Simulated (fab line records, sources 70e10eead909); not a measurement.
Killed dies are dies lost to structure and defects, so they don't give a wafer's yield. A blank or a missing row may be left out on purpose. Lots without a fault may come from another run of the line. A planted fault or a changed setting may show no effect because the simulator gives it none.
fab line records | flow nand_harc
record lots=24 wafers=72 last_day=33
route steps=1302 shown A_CONTACT@1014
lots that met no fault: from a run of the same line without faults
start_h: hours from the record's first day to the start of the lot's first wafer shown | wait_h: hours since the lot's step before | " the same as in the row above | L1.1+2: a row that stands for several wafers | - no value, or no start given | * or withheld: withheld | < > ~ a bound
route shown NAME@n: a module of which the file shows steps, and the number in the route of the first | usual: mean/standard deviation of fault-free wafers | same: alike in all rows | chamber/n: place in a boat | sites: the reading at each site | _std_site: their standard deviation | _edge_site: outer sites' mean less inner sites' | radius_mm: how far each site lies from the wafer's centre | mask NAME#n: copy n | behind: the tool/chamber that last shaped the wafer | hold: why the lot was held/for how many hours/how that ended | device: the transistor (n, p or np) that didn't switch | end of line: the same wafers' tests at the end of the route | a step without rows: its recipe alone | killed: dies lost to structure and defects at the first sort, not the wafer's yield | map: a wafer's dies, x killed, . not, _ none there
set.NAME: the setting as run; set.NAME@STEP: as run at that earlier step | model.NAME: the simulator's own value behind a step, which no gauge read
steps of the route over a sample of lots; a table a step, a row a wafer
services: from which hour (start_h, from the record's first day; less than 0 if before it) a tool's chamber was out of use, for how many hours, and why
## steps
# step NHARC_A_CONTACT_ETCH_120
# recipe source_w=withheld pressure_mtorr=20 bias_v=3000 time_s=190 target_depth_a=18500 ar_flow_sccm=withheld c4f8_flow_sccm=withheld o2_flow_sccm=withheld chemistry=C4F8/O2/Ar
# usual oes_air_line_au=1.001/0.019
# columns lot.wafer tool chamber start_h wait_h oes_air_line_au rf_hours_counter_h
L074.2 har_cap_etch-02 1 489.14 0.1 0.999 82
L074.4 " 0 " " 1.010 -
L074.5 " 0 " " 0.994 -
L075.2 har_cap_etch-01 0 491.97 0.1 1.017 129
L075.3 " 1 " " 1.008 -
L075.6 " 1 " " 1.009 -
L076.2 har_cap_etch-03 0 512.03 0.1 1.019 43
L076.1 " 1 " " 0.984 43
L076.3 " 0 " " 1.017 -
L077.1 har_cap_etch-03 0 527.93 0.1 0.989 47
L077.2 " 1 " " 0.992 47
L077.5 " 1 " " 1.014 -
L078.4 har_cap_etch-01 1 537.46 0.1 0.984 -
L078.3 " 0 " " 0.984 -
L078.6 " 0 " " 1.007 -
L080.1 har_cap_etch-02 0 543.90 0.1 0.991 92
L080.3 " 1 " " 1.044 -
L080.5 " 0 " " 0.999 -
L079.1 har_cap_etch-03 0 548.50 0.1 1.000 51
L079.4 " 0 " " 0.987 -
L079.3 " 1 " " 1.012 -
L081.3 har_cap_etch-03 1 575.93 0.1 0.986 -
L081.6 " 1 " " 0.965 -
L081.5 " 0 " " 0.980 -
L083.2 har_cap_etch-01 1 577.30 0.1 1.003 10
L083.4 " 1 " " 0.997 -
L083.3 " 0 " " 1.001 -
L082.3 har_cap_etch-02 0 579.13 0.1 1.015 -
L082.4 " 1 " " 0.974 -
L082.6 " 0 " " 0.994 -
L085.1 har_cap_etch-03 0 606.27 0.1 0.991 61
L085.4 " 0 " " 0.989 -
L085.6 " 1 " " 0.975 -
L084.1 har_cap_etch-01 1 606.62 0.1 1.033 16
L084.5 " 1 " " 1.012 -
L084.6 " 0 " " 0.990 -
L086.4 har_cap_etch-02 1 612.12 0.1 1.039 -
L086.3 " 0 " " 1.012 -
L086.6 " 0 " " 0.999 -
L087.4 har_cap_etch-02 0 620.57 0.1 1.001 -
L087.3 " 1 " " 0.993 -
L087.6 " 0 " " 1.010 -
L088.2 har_cap_etch-03 1 635.79 0.1 0.991 66
L088.3 " 0 " " 1.016 -
L088.5 " 1 " " 0.996 -
L089.3 har_cap_etch-01 1 636.07 0.1 1.016 -
L089.6 " 0 " " 1.031 -
L089.5 " 1 " " 1.019 -
L091.2 har_cap_etch-02 0 659.04 0.1 1.005 115
L091.5 " 1 " " 0.961 -
L091.6 " 0 " " 0.992 -
L090.2 har_cap_etch-03 1 665.07 0.1 1.001 71
L090.6 " 1 " " 0.998 -
L090.5 " 0 " " 1.007 -
L092.2 har_cap_etch-01 1 686.65 0.1 1.036 28
L092.4 " 1 " " 1.010 -
L092.5 " 1 " " 1.018 -
L093.1 har_cap_etch-03 1 692.62 0.2 0.972 75
L093.2 " 0 " " 1.031 75
L093.5 " 1 " " 1.006 -
L096.1 har_cap_etch-03 1 706.18 0.1 0.967 77
L096.2 " 0 " " 1.005 77
L096.4 " 1 " " 1.008 -
L095.4 har_cap_etch-02 0 706.42 0.1 1.020 -
L095.5 " 1 " " 0.987 -
L095.6 " 0 " " 1.021 -
L097.1 har_cap_etch-03 0 711.21 0.1 1.001 80
L097.3 " 0 " " 1.000 -
L097.5 " 0 " " 0.982 -
L094.1 har_cap_etch-02 1 715.42 0.1 0.993 124
L094.3 " 0 " " 0.990 -
L094.5 " 0 " " 1.003 -
# step NHARC_A_CONTACT_ETCH_122
# recipe source_w=withheld pressure_mtorr=20 bias_v=3000 time_s=190 target_depth_a=18500 ar_flow_sccm=withheld c4f8_flow_sccm=withheld o2_flow_sccm=withheld chemistry=C4F8/O2/Ar
# usual oes_air_line_au=1.000/0.02
# columns lot.wafer tool chamber start_h wait_h oes_air_line_au rf_hours_counter_h
L074.2 har_cap_etch-02 1 489.48 0.1 0.987 83
L074.4 " 0 " " 1.006 -
L074.5 " 0 " " 0.999 -
L075.2 har_cap_etch-01 0 492.31 0.1 1.023 129
L075.3 " 1 " " 1.008 -
L075.6 " 1 " " 1.029 -
L076.2 har_cap_etch-03 0 512.38 0.1 0.998 44
L076.1 " 1 " " 1.013 44
L076.3 " 0 " " 0.965 -
L077.1 har_cap_etch-03 0 528.27 0.1 0.989 47
L077.2 " 1 " " 1.040 47
L077.5 " 1 " " 1.003 -
L078.4 har_cap_etch-01 1 537.81 0.1 1.005 -
L078.3 " 0 " " 0.976 -
L078.6 " 0 " " 0.985 -
L080.1 har_cap_etch-02 0 544.24 0.1 1.015 93
L080.3 " 1 " " 1.005 -
L080.5 " 0 " " 1.014 -
L079.1 har_cap_etch-03 0 548.84 0.1 0.998 51
L079.4 " 0 " " 0.963 -
L079.3 " 1 " " 0.962 -
L081.3 har_cap_etch-03 1 576.28 0.1 0.997 -
L081.6 " 1 " " 1.045 -
L081.5 " 0 " " 0.978 -
L083.2 har_cap_etch-01 1 577.64 0.1 1.008 11
L083.4 " 1 " " 1.017 -
L083.3 " 0 " " 1.012 -
L082.3 har_cap_etch-02 0 579.48 0.1 0.985 -
L082.4 " 1 " " 0.994 -
L082.6 " 0 " " 0.973 -
L085.1 har_cap_etch-03 0 606.61 0.1 1.001 61
L085.4 " 0 " " 0.988 -
L085.6 " 1 " " 1.021 -
L084.1 har_cap_etch-01 1 606.97 0.1 1.012 16
L084.5 " 1 " " 0.988 -
L084.6 " 0 " " 0.958 -
L086.4 har_cap_etch-02 1 612.46 0.1 1.034 -
L086.3 " 0 " " 1.012 -
L086.6 " 0 " " 1.001 -
L087.4 har_cap_etch-02 0 620.91 0.1 0.986 -
L087.3 " 1 " " 1.000 -
L087.6 " 0 " " 1.007 -
L088.2 har_cap_etch-03 1 636.13 0.1 1.054 67
L088.3 " 0 " " 1.005 -
L088.5 " 1 " " 1.027 -
L089.3 har_cap_etch-01 1 636.41 0.1 0.974 -
L089.6 " 0 " " 0.961 -
L089.5 " 1 " " 0.996 -
L091.2 har_cap_etch-02 0 659.39 0.1 0.998 115
L091.5 " 1 " " 0.980 -
L091.6 " 0 " " 1.001 -
L090.2 har_cap_etch-03 1 665.41 0.1 1.024 72
L090.6 " 1 " " 0.993 -
L090.5 " 0 " " 1.001 -
L092.2 har_cap_etch-01 1 686.99 0.1 0.977 29
L092.4 " 1 " " 1.021 -
L092.5 " 1 " " 1.007 -
L093.1 har_cap_etch-03 1 693.08 0.2 0.982 75
L093.2 " 0 " " 1.015 75
L093.5 " 1 " " 0.980 -
L096.1 har_cap_etch-03 1 706.52 0.1 1.021 78
L096.2 " 0 " " 1.007 78
L096.4 " 1 " " 0.968 -
L095.4 har_cap_etch-02 0 706.76 0.1 0.994 -
L095.5 " 1 " " 1.002 -
L095.6 " 0 " " 1.034 -
L097.1 har_cap_etch-03 0 711.55 0.1 1.017 80
L097.3 " 0 " " 1.013 -
L097.5 " 0 " " 0.997 -
L094.1 har_cap_etch-02 1 715.76 0.1 0.996 125
L094.3 " 0 " " 0.967 -
L094.5 " 0 " " 0.986 -
# step NHARC_A_CONTACT_ETCH_90
# recipe target_depth_a=400 over_etch_frac=0.5 time_s=85.7 ion_energy_ev=120 ch3f_flow_sccm=50 o2_flow_sccm=30 ar_flow_sccm=200 rf_w=500 bias_w=100 chemistry=CH3F/O2
# usual drypump_motor_current_A=5.8/0.49 oes_product_au=0.95/0.035 rf_vpp_V=244.3/1.5 showerhead_plenum_p_Torr=2.46/0.088 throttle_valve_pct=20.662/0.0084
# columns lot.wafer tool chamber start_h wait_h drypump_motor_current_A oes_product_au rf_hours_counter_h rf_vpp_V showerhead_plenum_p_Torr throttle_valve_pct
L074.2 rie_diel-11 1 490.63 0.9 5.4 0.99 10 245.6 2.49 20.658
L074.4 " 2 " " 5.5 1.01 8 245.9 2.50 20.653
L074.5 " 1 " " 5.5 0.99 - 244.9 2.49 20.661
L075.2 rie_diel-08 1 493.44 0.8 5.7 0.92 39 240.9 2.38 20.662
L075.3 " 3 " " 6.0 0.93 43 246.0 2.60 20.657
L075.6 " 1 " " 5.7 0.92 - 243.8 2.38 20.667
L076.2 rie_diel-11 2 513.52 0.9 5.5 0.92 12 246.8 2.50 20.662
L076.3 " 3 " " 6.6 0.92 12 243.5 2.32 20.668
L076.1 " 0 " " 5.2 0.93 14 244.2 2.55 20.650
L077.2 rie_diel-08 1 529.43 0.8 5.7 0.92 48 243.5 2.38 20.652
L077.1 " 2 " " 6.2 0.93 54 244.3 2.47 20.667
L077.5 " 1 " " 5.7 0.91 - 243.3 2.38 20.649
L078.3 rie_diel-11 3 538.90 0.6 6.6 0.93 15 243.2 2.32 20.660
L078.4 " 0 " " 5.2 0.93 18 245.6 2.55 20.659
L078.6 " 3 " " 6.5 0.93 - 242.6 2.32 20.658
L080.3 rie_diel-03 0 545.49 0.7 5.7 0.92 33 243.6 2.38 20.658
L080.1 " 3 " " 6.2 0.93 25 246.2 2.60 20.659
L080.5 " 1 " " 5.6 0.93 - 245.1 2.53 20.667
L079.3 rie_diel-03 2 550.00 0.6 6.4 0.92 26 243.1 2.34 20.657
L079.4 " 3 " " 6.2 0.92 26 248.0 2.60 20.660
L079.1 " 0 " " 5.7 0.93 33 244.1 2.38 20.669
L081.3 rie_diel-03 1 577.35 0.7 5.6 1.00 38 246.0 2.52 20.645
L081.6 " 1 " " 5.6 1.01 - 246.0 2.52 20.664
L081.5 " 2 " " 6.5 0.99 - 241.2 2.34 20.654
L083.4 rie_diel-11 3 578.79 0.7 6.6 1.00 24 240.8 2.31 20.665
L083.3 " 0 " " 5.2 1.01 25 247.2 2.55 20.655
L083.2 " 1 " " 5.4 1.00 27 245.3 2.48 20.666
L082.3 rie_diel-11 0 580.56 0.7 5.2 0.93 25 244.9 2.55 20.680
L082.4 " 1 " " 5.5 0.92 27 244.8 2.48 20.650
L082.6 " 0 " " 5.2 0.93 - 246.3 2.55 20.651
L085.1 rie_diel-11 3 607.78 0.9 6.6 1.00 28 242.5 2.31 20.667
L085.4 " 0 " " 5.2 1.01 28 244.4 2.55 20.666
L085.6 " 1 " " 5.5 0.99 - 243.7 2.48 20.666
L084.1 rie_diel-03 3 608.11 0.9 6.2 0.93 47 245.8 2.59 20.665
L084.6 " 3 " " 6.2 0.93 - 245.9 2.59 20.646
L084.5 " 0 " " 5.7 0.92 - 243.3 2.37 20.653
L086.4 rie_diel-03 2 613.57 0.7 6.4 0.92 46 243.0 2.34 20.655
L086.3 " 0 " " 5.7 0.92 56 242.1 2.37 20.660
L086.6 " 2 " " 6.5 0.93 - 243.0 2.34 20.653
L087.3 rie_diel-03 0 622.04 0.7 5.7 0.93 58 244.7 2.37 20.673
L087.4 " 1 " " 5.6 0.93 53 245.7 2.52 20.693
L087.6 " 2 " " 6.4 0.92 - 242.1 2.33 20.651
L088.2 rie_diel-11 0 637.27 0.9 5.2 1.00 3 245.3 2.55 20.666
L088.3 " 1 " " 5.5 0.99 3 244.1 2.48 20.662
L088.5 " 0 " " 5.2 1.00 - 245.5 2.55 20.656
L089.3 rie_diel-11 0 637.47 0.6 5.2 0.93 3 245.3 2.55 20.663
L089.6 " 0 " " 5.2 0.92 - 244.0 2.55 20.670
L089.5 " 1 " " 5.4 0.92 - 242.5 2.48 20.669
L091.2 rie_diel-11 2 660.54 0.8 5.4 0.93 9 244.5 2.49 20.653
L091.6 " 0 " " 5.2 0.93 - 245.3 2.54 20.648
L091.5 " 1 " " 5.5 0.93 - 244.7 2.47 20.660
L090.2 rie_diel-11 3 666.60 0.9 6.6 1.00 8 242.5 2.31 20.677
L090.6 " 0 " " 5.2 0.99 - 244.9 2.54 20.649
L090.5 " 1 " " 5.5 1.00 - 243.9 2.47 20.661
L092.4 rie_diel-11 1 688.12 0.6 5.5 0.92 11 244.6 2.47 20.649
L092.2 " 3 " " 6.6 0.94 11 241.5 2.31 20.667
L092.5 " 1 " " 5.5 0.94 - 245.5 2.47 20.661
L093.1 rie_diel-08 0 694.48 1.1 6.4 0.92 44 243.7 2.37 20.662
L093.2 " 1 " " 5.7 0.92 47 243.0 2.36 20.669
L093.5 " 2 " " 6.2 0.93 - 244.5 2.46 20.677
L096.4 rie_diel-11 2 707.67 0.7 5.5 0.92 16 243.6 2.48 20.657
L096.2 " 0 " " 5.2 0.93 14 246.0 2.54 20.669
L096.1 " 1 " " 5.5 0.91 15 245.1 2.47 20.666
L095.4 rie_diel-11 3 707.84 0.6 6.6 1.00 13 242.5 2.31 20.661
L095.6 " 2 " " 5.4 1.01 - 243.8 2.48 20.668
L095.5 " 3 " " 6.6 1.00 - 243.0 2.31 20.667
L097.1 rie_diel-11 0 712.70 0.9 5.2 1.00 14 245.6 2.54 20.660
L097.3 " 1 " " 5.4 1.00 16 244.8 2.47 20.666
L097.5 " 1 " " 5.4 1.01 - 244.5 2.47 20.682
L094.3 rie_diel-11 2 716.93 0.6 5.4 0.98 18 245.1 2.48 20.670
L094.1 " 3 " " 6.5 0.98 15 242.2 2.31 20.644
L094.5 " 1 " " 5.5 0.98 - 245.1 2.47 20.670
# step NHARC_A_CONTACT_ETCH_128
# recipe source_w=withheld pressure_mtorr=20 bias_v=3000 time_s=197 target_depth_a=19180 ar_flow_sccm=withheld c4f8_flow_sccm=withheld o2_flow_sccm=withheld chemistry=C4F8/O2/Ar
# usual oes_air_line_au=1.003/0.022
# columns lot.wafer tool chamber start_h wait_h oes_air_line_au rf_hours_counter_h
L074.2 har_cap_etch-03 0 504.52 0.1 0.968 41
L074.4 " 1 " " 0.962 -
L074.5 " 1 " " 0.978 -
L075.2 har_cap_etch-02 1 505.03 0.2 1.005 86
L075.3 " 0 " " 1.039 -
L075.6 " 0 " " 1.018 -
L076.1 har_cap_etch-01 1 521.55 0.2 1.010 1
L076.2 " 0 " " 1.019 1
L076.3 " 0 " " 1.001 -
L077.1 har_cap_etch-03 1 539.29 0.1 1.041 49
L077.2 " 0 " " 1.019 49
L077.5 " 0 " " 0.980 -
L078.3 har_cap_etch-01 1 546.65 0.1 0.974 -
L078.4 " 0 " " 1.013 -
L078.6 " 1 " " 0.993 -
L080.1 har_cap_etch-01 0 553.04 0.1 1.020 6
L080.3 " 1 " " 0.974 -
L080.5 " 1 " " 0.972 -
L079.1 har_cap_etch-03 1 558.12 0.2 1.022 53
L079.3 " 1 " " 0.996 -
L079.4 " 0 " " 1.013 -
L081.3 har_cap_etch-03 1 585.62 0.1 1.009 -
L081.5 " 1 " " 0.990 -
L081.6 " 0 " " 0.993 -
L083.2 har_cap_etch-01 0 586.45 0.1 0.997 12
L083.4 " 0 " " 0.973 -
L083.3 " 1 " " 1.023 -
L082.4 har_cap_etch-02 0 589.59 0.1 1.001 -
L082.3 " 1 " " 0.946 -
L082.6 " 0 " " 1.002 -
L085.1 har_cap_etch-03 0 615.64 0.1 1.021 62
L085.4 " 0 " " 1.013 -
L085.6 " 0 " " 0.991 -
L084.1 har_cap_etch-01 0 616.31 0.1 0.952 17
L084.5 " 1 " " 1.033 -
L084.6 " 0 " " 0.994 -
L086.4 har_cap_etch-03 1 628.16 0.1 0.995 -
L086.3 " 0 " " 0.971 -
L086.6 " 0 " " 0.968 -
L087.3 har_cap_etch-02 0 635.42 0.1 0.961 -
L087.4 " 1 " " 0.995 -
L087.6 " 0 " " 1.041 -
L088.2 har_cap_etch-01 0 644.81 0.1 1.008 23
L088.3 " 1 " " 0.991 -
L088.5 " 1 " " 1.011 -
L089.3 har_cap_etch-02 1 646.63 0.1 1.017 -
L089.6 " 0 " " 1.002 -
L089.5 " 1 " " 1.031 -
L091.2 har_cap_etch-01 0 670.75 0.1 1.020 26
L091.5 " 1 " " 1.016 -
L091.6 " 0 " " 1.019 -
L090.2 har_cap_etch-02 1 676.42 0.1 1.039 116
L090.6 " 0 " " 0.971 -
L090.5 " 1 " " 1.025 -
L092.2 har_cap_etch-02 1 695.88 0.1 0.983 119
L092.4 " 1 " " 1.010 -
L092.5 " 1 " " 1.035 -
L093.2 har_cap_etch-01 1 702.13 0.1 0.979 30
L093.1 " 0 " " 1.015 30
L093.5 " 0 " " 1.010 -
L096.2 har_cap_etch-01 1 717.39 0.1 0.961 34
L096.1 " 0 " " 1.003 34
L096.4 " 0 " " 1.020 -
L095.4 har_cap_etch-03 0 718.39 0.1 0.977 -
L095.5 " 1 " " 1.008 -
L095.6 " 0 " " 1.001 -
L097.1 har_cap_etch-02 0 721.24 0.1 1.010 126
L097.3 " 0 " " 1.014 -
L097.5 " 0 " " 0.990 -
L094.1 har_cap_etch-03 0 726.26 0.1 0.990 83
L094.3 " 1 " " 1.006 -
L094.5 " 0 " " 0.996 -
# step NHARC_A_CONTACT_ETCH_129
# recipe source_w=withheld pressure_mtorr=20 bias_v=3000 time_s=197 target_depth_a=19180 ar_flow_sccm=withheld c4f8_flow_sccm=withheld o2_flow_sccm=withheld chemistry=C4F8/O2/Ar
# usual oes_air_line_au=1.001/0.017
# columns lot.wafer tool chamber start_h wait_h oes_air_line_au rf_hours_counter_h
L074.2 har_cap_etch-03 0 504.69 0.1 1.003 41
L074.4 " 1 " " 1.014 -
L074.5 " 1 " " 1.009 -
L075.2 har_cap_etch-02 1 505.26 0.2 1.004 86
L075.3 " 0 " " 1.022 -
L075.6 " 0 " " 1.012 -
L076.1 har_cap_etch-01 1 521.78 0.2 0.970 1
L076.2 " 0 " " 0.990 1
L076.3 " 0 " " 1.008 -
L077.1 har_cap_etch-03 1 539.46 0.1 1.005 49
L077.2 " 0 " " 0.977 49
L077.5 " 0 " " 1.010 -
L078.3 har_cap_etch-01 1 546.83 0.1 1.006 -
L078.4 " 0 " " 1.008 -
L078.6 " 1 " " 0.980 -
L080.1 har_cap_etch-01 0 553.21 0.1 0.991 7
L080.3 " 1 " " 1.025 -
L080.5 " 1 " " 1.029 -
L079.1 har_cap_etch-03 1 558.35 0.2 0.954 53
L079.3 " 1 " " 0.986 -
L079.4 " 0 " " 1.009 -
L081.3 har_cap_etch-03 1 585.79 0.1 0.999 -
L081.5 " 1 " " 0.996 -
L081.6 " 0 " " 0.995 -
L083.2 har_cap_etch-01 0 586.62 0.1 1.010 12
L083.4 " 0 " " 0.983 -
L083.3 " 1 " " 1.001 -
L082.4 har_cap_etch-02 0 589.77 0.1 0.998 -
L082.3 " 1 " " 0.976 -
L082.6 " 0 " " 1.023 -
L085.1 har_cap_etch-03 0 615.82 0.1 1.023 62
L085.4 " 0 " " 1.021 -
L085.6 " 0 " " 0.996 -
L084.1 har_cap_etch-01 0 616.49 0.1 0.993 17
L084.5 " 1 " " 0.997 -
L084.6 " 0 " " 0.987 -
L086.4 har_cap_etch-03 1 628.34 0.1 0.990 -
L086.3 " 0 " " 0.989 -
L086.6 " 0 " " 0.990 -
L087.3 har_cap_etch-02 0 635.59 0.1 0.995 -
L087.4 " 1 " " 1.002 -
L087.6 " 0 " " 0.996 -
L088.2 har_cap_etch-01 0 644.98 0.1 1.012 23
L088.3 " 1 " " 0.991 -
L088.5 " 1 " " 0.994 -
L089.3 har_cap_etch-02 1 646.81 0.1 1.007 -
L089.6 " 0 " " 1.003 -
L089.5 " 1 " " 0.980 -
L091.2 har_cap_etch-01 0 670.93 0.1 0.952 26
L091.5 " 1 " " 1.005 -
L091.6 " 0 " " 0.984 -
L090.2 har_cap_etch-02 1 676.60 0.1 1.000 116
L090.6 " 0 " " 1.021 -
L090.5 " 1 " " 0.992 -
L092.2 har_cap_etch-02 1 696.06 0.1 0.969 120
L092.4 " 1 " " 1.021 -
L092.5 " 1 " " 0.978 -
L093.2 har_cap_etch-01 1 702.31 0.1 0.957 30
L093.1 " 0 " " 1.004 30
L093.5 " 0 " " 1.020 -
L096.2 har_cap_etch-01 1 717.57 0.1 0.996 34
L096.1 " 0 " " 0.997 34
L096.4 " 0 " " 1.015 -
L095.4 har_cap_etch-03 0 718.57 0.1 1.023 -
L095.5 " 1 " " 1.017 -
L095.6 " 0 " " 1.010 -
L097.1 har_cap_etch-02 0 721.41 0.1 1.004 126
L097.3 " 0 " " 1.003 -
L097.5 " 0 " " 0.995 -
L094.1 har_cap_etch-03 0 726.44 0.1 1.014 83
L094.3 " 1 " " 1.025 -
L094.5 " 0 " " 1.023 -
# step NHARC_A_CONTACT_ETCH_131
# recipe source_w=withheld pressure_mtorr=20 bias_v=3000 time_s=197 target_depth_a=19180 ar_flow_sccm=withheld c4f8_flow_sccm=withheld o2_flow_sccm=withheld chemistry=C4F8/O2/Ar
# usual oes_air_line_au=1.004/0.021
# columns lot.wafer tool chamber start_h wait_h oes_air_line_au rf_hours_counter_h
L074.2 har_cap_etch-03 0 505.05 0.1 1.021 41
L074.4 " 1 " " 1.017 -
L074.5 " 1 " " 1.005 -
L075.2 har_cap_etch-02 1 505.73 0.2 0.996 86
L075.3 " 0 " " 1.007 -
L075.6 " 0 " " 1.016 -
L076.1 har_cap_etch-01 1 522.26 0.2 0.991 1
L076.2 " 0 " " 1.024 1
L076.3 " 0 " " 0.984 -
L077.1 har_cap_etch-03 1 539.81 0.1 0.997 49
L077.2 " 0 " " 1.017 49
L077.5 " 0 " " 1.007 -
L078.3 har_cap_etch-01 1 547.18 0.1 1.007 -
L078.4 " 0 " " 1.046 -
L078.6 " 1 " " 0.983 -
L080.1 har_cap_etch-01 0 553.57 0.1 0.958 7
L080.3 " 1 " " 1.004 -
L080.5 " 1 " " 1.019 -
L079.1 har_cap_etch-03 1 558.83 0.2 0.993 53
L079.3 " 1 " " 0.961 -
L079.4 " 0 " " 0.982 -
L081.3 har_cap_etch-03 1 586.15 0.1 1.038 -
L081.5 " 1 " " 1.018 -
L081.6 " 0 " " 1.025 -
L083.2 har_cap_etch-01 0 586.98 0.1 0.992 12
L083.4 " 0 " " 0.998 -
L083.3 " 1 " " 1.004 -
L082.4 har_cap_etch-02 0 590.12 0.1 0.984 -
L082.3 " 1 " " 1.026 -
L082.6 " 0 " " 0.971 -
L085.1 har_cap_etch-03 0 616.17 0.1 0.989 63
L085.4 " 0 " " 0.969 -
L085.6 " 0 " " 1.000 -
L084.1 har_cap_etch-01 0 616.84 0.1 0.998 18
L084.5 " 1 " " 1.030 -
L084.6 " 0 " " 0.990 -
L086.4 har_cap_etch-03 1 628.69 0.1 0.986 -
L086.3 " 0 " " 0.997 -
L086.6 " 0 " " 0.974 -
L087.3 har_cap_etch-02 0 635.95 0.1 1.003 -
L087.4 " 1 " " 0.997 -
L087.6 " 0 " " 0.987 -
L088.2 har_cap_etch-01 0 645.33 0.1 0.993 23
L088.3 " 1 " " 1.000 -
L088.5 " 1 " " 1.027 -
L089.3 har_cap_etch-02 1 647.16 0.1 0.986 -
L089.6 " 0 " " 1.008 -
L089.5 " 1 " " 0.973 -
L091.2 har_cap_etch-01 0 671.28 0.1 1.014 26
L091.5 " 1 " " 0.991 -
L091.6 " 0 " " 1.024 -
L090.2 har_cap_etch-02 1 676.95 0.1 0.991 117
L090.6 " 0 " " 1.015 -
L090.5 " 1 " " 0.996 -
L092.2 har_cap_etch-02 1 696.42 0.1 1.042 120
L092.4 " 1 " " 0.995 -
L092.5 " 1 " " 0.995 -
L093.2 har_cap_etch-01 1 702.66 0.1 0.970 30
L093.1 " 0 " " 0.995 30
L093.5 " 0 " " 0.991 -
L096.2 har_cap_etch-01 1 717.91 0.1 0.988 35
L096.1 " 0 " " 0.968 35
L096.4 " 0 " " 0.970 -
L095.4 har_cap_etch-03 0 718.93 0.1 1.021 -
L095.5 " 1 " " 1.009 -
L095.6 " 0 " " 0.973 -
L097.1 har_cap_etch-02 0 721.77 0.1 1.018 126
L097.3 " 0 " " 1.015 -
L097.5 " 0 " " 1.001 -
L094.1 har_cap_etch-03 0 726.79 0.1 1.042 83
L094.3 " 1 " " 1.013 -
L094.5 " 0 " " 1.018 -
## services
# columns tool chamber start_h hours kind
rie_diel-11 0 467.30 - clean
rie_diel-11 1 467.30 - clean
rie_diel-11 2 467.30 - clean
rie_diel-11 3 467.30 - clean
rie_diel-03 3 490.72 4.6 repair
rie_diel-11 0 491.90 - clean
rie_diel-11 1 491.90 - clean
har_cap_etch-01 - 497.00 17.0 pm
har_cap_etch-01 0 497.00 17.0 vent_cycle
har_cap_etch-01 1 497.00 17.0 vent_cycle
rie_diel-03 - 503.76 0.7 repair
har_cap_etch-01 0 514.00 - clean
har_cap_etch-01 1 514.00 - clean
har_cap_etch-02 - 533.87 0.6 repair
rie_diel-08 - 545.69 9.0 pm
rie_diel-11 - 610.48 9.0 pm
rie_diel-03 1 627.97 4.9 repair
rie_diel-03 0 632.52 12.3 repair
rie_diel-03 - 636.63 9.0 pm
rie_diel-08 2 650.13 11.7 repair
har_cap_etch-03 - 653.46 0.8 repair
rie_diel-11 3 660.23 4.5 repair
rie_diel-11 1 672.14 4.0 repair
rie_diel-08 - 724.19 9.0 pm
## key
fault none
